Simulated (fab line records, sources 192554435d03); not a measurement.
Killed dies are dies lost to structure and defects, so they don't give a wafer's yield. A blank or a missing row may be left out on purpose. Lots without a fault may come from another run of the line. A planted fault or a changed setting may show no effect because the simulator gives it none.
Which tool did it? | flow n5_finfet | 11 lots, 31 wafers sampled, at 1 step of a route of 1938

WHAT THE GAUGES READ, wafer by wafer
N5_BEOL_M4_RC_MEAS_101. Usual: DIBL_N 35.6 mV/V, standard deviation 1.7; DIBL_P 35.0 mV/V, standard deviation 2; IOFF_N 0.148 nA/um, standard deviation 0.027; IOFF_P 0.19 nA/um, standard deviation 0.032; ION_N 671 uA/um, standard deviation 14; ION_P 460 uA/um, standard deviation 9.1; SS_N 71.3 mV/dec, standard deviation 0.62; SS_P 73.0 mV/dec, standard deviation 0.64; VT_N 251 mV, standard deviation 3.2; VT_P -251.5 mV, standard deviation 2.9.
lot  | measured     | on        | DIBL_N (mV/V)  | DIBL_P (mV/V)  | IOFF_N (nA/um)    | IOFF_P (nA/um) | ION_N (uA/um) | ION_P (uA/um) | SS_N (mV/dec)  | SS_P (mV/dec)  | VT_N (mV)   | VT_P (mV)            | flag
L484 | day 9 14:41  | prober-02 | 35.8 36.6      | 35.7 36.2      | 0.130 0.139       | 0.19 0.19      | 668 668       | 468 458       | 71.9 72.6      | 73.4 73.5      | 254 254     | -254.1 -254.3        |
L482 | day 9 15:12  | prober-01 | 38.2 38.3 37.6 | 38.9 39.4 38.2 | 0.168 0.180 0.164 | 0.20 0.22 0.20 | 692 685 687   | 473 466 465   | 72.1 71.9 71.9 | 73.6 73.4 73.0 | 250 248 249 | -252.7 -253.7 -252.6 |
L487 | day 10 01:51 | prober-02 | 35.9 35.4      | 36.2 35.7      | 0.157 0.155       | 0.23 0.22      | 663 680       | 458 465       | 71.7 71.7      | 73.0 72.7      | 250 249     | -249.4 -250.6        |
L489 | day 11 09:05 | prober-01 | 34.4 31.1 35.0 | 36.7 31.3 36.3 | 0.149 0.094 0.163 | 0.25 0.16 0.24 | 679 650 687   | 471 460 472   | 71.1 71.0 71.4 | 74.1 71.8 73.4 | 249 257 248 | -246.7 -249.5 -247.2 |
L491 | day 11 13:08 | prober-02 | 36.1 34.2 33.9 | 36.8 34.5 33.6 | 0.198 0.147 0.139 | 0.24 0.21 0.19 | 690 670 672   | 472 464 457   | 71.4 71.4 71.4 | 74.1 73.5 72.5 | 244 250 249 | -246.3 -245.1 -250.3 |
L495 | day 12 17:50 | prober-02 | 35.9 38.4 35.4 | 36.6 38.6 34.7 | 0.155 0.197 0.136 | 0.21 0.24 0.18 | 679 670 680   | 463 449 463   | 71.0 71.7 70.7 | 73.1 73.7 72.6 | 251 247 254 | -250.7 -249.5 -251.3 |
L497 | day 13 08:40 | prober-01 | 34.2 36.4 36.4 | 33.0 35.6 35.6 | 0.118 0.160 0.148 | 0.15 0.19 0.18 | 657 690 669   | 449 466 454   | 70.2 71.7 70.8 | 72.0 72.1 72.8 | 253 248 253 | -255.5 -253.0 -252.2 |
L496 | day 13 10:35 | prober-02 | 35.0 37.1 35.3 | 32.2 34.9 33.1 | 0.118 0.149 0.121 | 0.14 0.17 0.15 | 656 654 657   | 448 444 449   | 70.8 71.8 71.0 | 72.2 72.8 72.8 | 253 253 255 | -256.9 -253.6 -253.0 |
L500 | day 13 20:51 | prober-02 | 34.3 36.1 33.4 | 32.5 34.7 31.5 | 0.125 0.166 0.114 | 0.17 0.21 0.16 | 661 677 662   | 453 458 460   | 71.1 71.4 70.9 | 72.1 72.9 71.8 | 250 245 254 | -253.9 -248.5 -254.1 |
L502 | day 14 09:56 | prober-02 | 37.7 35.9 36.3 | 37.6 35.5 36.0 | 0.200 0.155 0.166 | 0.22 0.19 0.20 | 701 679 681   | 468 458 456   | 71.8 71.2 71.3 | 74.1 73.3 73.6 | 246 249 245 | -253.1 -251.3 -250.3 |
L501 | day 14 10:01 | prober-01 | 37.0 36.2 34.6 | 37.4 35.8 33.7 | 0.156 0.144 0.120 | 0.22 0.18 0.16 | 677 680 668   | 472 464 462   | 71.3 71.2 69.9 | 73.3 72.3 72.6 | 250 251 254 | -251.2 -253.6 -252.9 |

WHICH TOOL RAN EACH LOT (tool, then ch and the chambers of the sampled wafers, then the start)
The record holds no process step before these readings.

WHAT THE TOOLS THEMSELVES READ (means of the sampled wafers that have a number; where no wafer has one, the mark that the record gives instead)
The record holds no such reading with a usual standard deviation.

THE ANSWER, worked out from the rows above alone
Rule: a lot is off if the mean of its wafers that have a number lies more than 3 standard deviations from the usual mean. A lot without any number at a reading at which 4 lots or more have one is off too. The other lots that the step has rows for count as sound. The gauges are gone through in route order, then the tools' own readings, and for those a lot's mean is taken as printed above. The first step at which some lot is off is used, and at that step the reading that is off furthest; a lot without a number counts as furthest.
No lot is off at any reading shown: from this, nothing can be told.

WHAT THE SIMULATOR HAD PUT IN
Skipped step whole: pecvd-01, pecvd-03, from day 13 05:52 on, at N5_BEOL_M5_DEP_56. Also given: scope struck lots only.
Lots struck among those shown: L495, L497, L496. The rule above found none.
